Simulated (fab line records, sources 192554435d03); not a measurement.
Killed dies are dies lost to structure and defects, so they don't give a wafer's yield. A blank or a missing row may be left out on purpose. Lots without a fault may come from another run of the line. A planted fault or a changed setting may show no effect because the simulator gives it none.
Chamber matching | flow n5_finfet | N5_BEOL_M11_CURE_72 on uv_cure-01: 3 sister chambers
The step cures SiCOH lowk, time 120 s. 24 wafers are shown with their chamber, then 12 later ones without.

WAFERS WITH THEIR CHAMBER
wafer  | chamber | wafer_temp_C_max | lamp_power_pct (%)
L076.2 | 1       | 372.1            | 52.22
L076.3 | 1       | 371.4            | 52.23
L076.6 | 1       | 372.1            | 52.21
L074.1 | 2       | 371.0            | 52.35
L074.3 | 2       | 370.6            | 52.30
L074.5 | 2       | 371.0            | 52.32
L077.2 | 0       | 371.4            | 52.22
L077.3 | 0       | 371.8            | 52.28
L077.4 | 0       | 371.6            | 52.33
L079.2 | 0       | 371.2            | 52.36
L079.3 | 0       | 371.7            | 52.30
L079.5 | 0       | 371.1            | 52.28
L082.1 | 1       | 372.6            | 52.42
L082.3 | 1       | 372.1            | 52.29
L082.6 | 1       | 371.6            | 52.34
L087.1 | 0       | 371.0            | 52.35
L087.4 | 0       | 371.4            | 52.36
L087.5 | 0       | 371.1            | 52.26
L085.3 | 0       | 371.8            | 52.37
L085.5 | 0       | 371.4            | 52.38
L085.6 | 0       | 371.7            | 52.30
L086.1 | 2       | 371.1            | 52.26
L086.4 | 2       | 371.3            | 52.33
L086.5 | 2       | 370.7            | 52.26

SIGNATURES (means of the wafers above)
reading          | chamber 0 | chamber 1 | chamber 2 | scatter within a chamber
wafer_temp_C_max | 371.433   | 371.983   | 370.950   | 0.32
lamp_power_pct   | 52.3158   | 52.2850   | 52.3033   | 0.0572
Rule: a wafer's distance from a chamber is the root of the sum, over the readings, of the square of ((its reading less the chamber's mean) divided by the reading's scatter). The wafer belongs to the nearest chamber; if the next one is less than 2 further off, it can't be placed. The scatter: the root of (the sum of the squares of (reading less its chamber's mean) over the shown wafers, divided by (wafers less chambers)).

WAFERS WITHOUT THEIR CHAMBER
wafer  | wafer_temp_C_max | lamp_power_pct (%)
L090.1 | 371.9            | 52.29
L090.3 | 371.9            | 52.23
L090.6 | 372.1            | 52.36
L092.2 | 372.4            | 52.33
L092.3 | 372.4            | 52.24
L092.6 | 372.5            | 52.33
L095.2 | 371.1            | 52.32
L095.4 | 371.0            | 52.23
L095.5 | 370.8            | 52.37
L096.3 | 372.0            | 52.27
L096.4 | 371.6            | 52.31
L096.5 | 371.5            | 52.30

WHICH CHAMBER EACH WENT THROUGH
wafer  | from the rows above          | in truth
L090.1 | can't be placed: 1 or 0      | 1
L090.3 | can't be placed: 1 or 0      | 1
L090.6 | can't be placed: 1 or 0      | 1
L092.2 | can't be placed: 1 or 0      | 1
L092.3 | can't be placed: 1 or 0      | 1
L092.6 | can't be placed: 1 or 0      | 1
L095.2 | can't be placed: 2 or 0      | 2
L095.4 | can't be placed: 2 or 0 or 1 | 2
L095.5 | can't be placed: 2 or 0      | 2
L096.3 | can't be placed: 1 or 0      | 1
L096.4 | can't be placed: 0 or 1 or 2 | 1
L096.5 | can't be placed: 0 or 1 or 2 | 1
Placed correctly: 0 of 12. Can't be placed from these rows: 12 (the true chamber is among the candidates in 12). Placed wrongly: 0.
